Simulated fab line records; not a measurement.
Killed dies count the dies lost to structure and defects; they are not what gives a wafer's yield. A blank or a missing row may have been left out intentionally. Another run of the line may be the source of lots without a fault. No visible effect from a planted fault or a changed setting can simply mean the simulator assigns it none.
Comparing a struck lot with a sound one | flow nandHarc | 13 steps out of a route of 1302
Sound: wafers L595.1, L595.2, L595.6. Struck: wafer L610.3 (left out: L610.1, L610.2 of the same lot, which were not struck); the cause appears at the end.
At each step with rows: each side's tool, then ch and its chambers, then its first start. Under that, the readings that differ: sound wafers | struck wafers | difference of the means | sigmas: that difference in standard deviations of wafers without a fault.
alike: readings with means less than 2 such deviations apart, plus words and numbers identical on both sides. not compared: withheld readings, readings lacking a value on some wafer, bounds such as >300 that could conceal the same value, and numbers that have no deviation in the record and whose values overlap.
A row with sigmas, a row that says differs or no value, or rows on one side alone: a step with any of these is where the two part. Numbers that don't overlap but have no deviation are shown without sigmas and don't part them. A reading missing from all wafers of one side parts the sides only when that side holds two or more wafers.

NHARC_A_STAIRCASE_STRIP_446: strips in O2.
  sound on plasmaAsher-01 ch 0,1, day 19 11:41; struck on plasmaAsher-02 ch 1, day 24 20:17
reading                  | sound       | struck | difference | sigmas
drypumpMotorCurrentA (A) | 5.3 4.7 4.7 | 6.3    | +1.4       | +2
  alike: heaterPowerW
  not compared: rfHoursCounterH
then, 3 steps without rows for these wafers: NHARC_A_STAIRCASE_STRIP_447 (strips in SPM, time 900 s); NHARC_A_STAIRCASE_PRECLEAN_448 (cleans in SC1); NHARC_A_STAIRCASE_SRD_449.
NHARC_A_STAIRCASE_CMP_450: polishes SiO2, target thk 200 nm.
  sound on cmp-03 ch 1,3, day 19 12:30; struck on cmp-01 ch 3, day 24 21:05
  alike: motorCurrentA, retainingRingPressureFrac
  not compared: padLifeWafers
NHARC_A_STAIRCASE_CMP_152: polishes.
  sound on cmp-03 ch 1,3, day 19 12:35; struck on cmp-01 ch 3, day 24 21:10
  alike: motorCurrentA, retainingRingPressureFrac
  not compared: padLifeWafers
then, 2 steps without rows for these wafers: NHARC_A_STAIRCASE_SRD_154; NHARC_A_STAIRCASE_ETCH_403 (etches SiO2 in dHF, target depth 108.2 nm).
NHARC_A_STAIRCASE_ETCHBACK_422: etches the open film in CH3F/O2, target depth 40 nm, time 74.286 s.
  sound on rieDiel-01 ch 0,1,2, day 19 13:07; struck on rieDiel-10 ch 1, day 24 21:38
reading             | sound          | struck | difference | sigmas
oesProductAu (a.u.) | 0.99 1.00 1.00 | 0.93   | -0.07      | -2
  alike: drypumpMotorCurrentA, o2FlowSccm, rfVppV, runLengthS, showerheadPlenumPTorr, throttleValvePct
  not compared: rfHoursCounterH
then, 1 step without rows for these wafers: NHARC_A_STAIRCASE_ETCH_423 (etches SiO2 in dHF, target depth 30 nm).
NHARC_A_STAIRCASE_ETCHBACK_157: etches the open film in CH3F/O2, target depth 90 nm, time 167.14 s.
  sound on rieDiel-10 ch 0,2,3, day 19 13:29; struck on rieDiel-10 ch 0, day 24 22:00
reading        | sound             | struck | difference | sigmas
runLengthS (s) | 188.2 188.7 188.1 | 138.6  | -49.7      | -90
  alike: drypumpMotorCurrentA, o2FlowSccm, oesProductAu, rfVppV, showerheadPlenumPTorr, throttleValvePct
  not compared: rfHoursCounterH
NHARC_A_STAIRCASE_STRIP_475: strips in O2, time 20 s.
  sound on rieDiel-10 ch 1,2,3; struck on rieDiel-10 ch 0, day 24 22:16
  alike: drypumpMotorCurrentA, o2FlowSccm, oesProductAu, rfVppV, showerheadPlenumPTorr, throttleValvePct
  not compared: rfHoursCounterH
-- record jumps: 5 days between struck wafers' starts before vs after; left off in module A_STAIRCASE, resumes in module END, first step shown is number 1302 of the route --
NHARC_END_SORT_01:
  at this point the record logs the struck wafers (prober-02 ch 0, day 30 08:21) and has no rows for the sound ones

WHERE THEY PART
Last at NHARC_END_SORT_01 as far as this record goes, first at NHARC_A_STAIRCASE_STRIP_446.

WHY: what the simulator had put in
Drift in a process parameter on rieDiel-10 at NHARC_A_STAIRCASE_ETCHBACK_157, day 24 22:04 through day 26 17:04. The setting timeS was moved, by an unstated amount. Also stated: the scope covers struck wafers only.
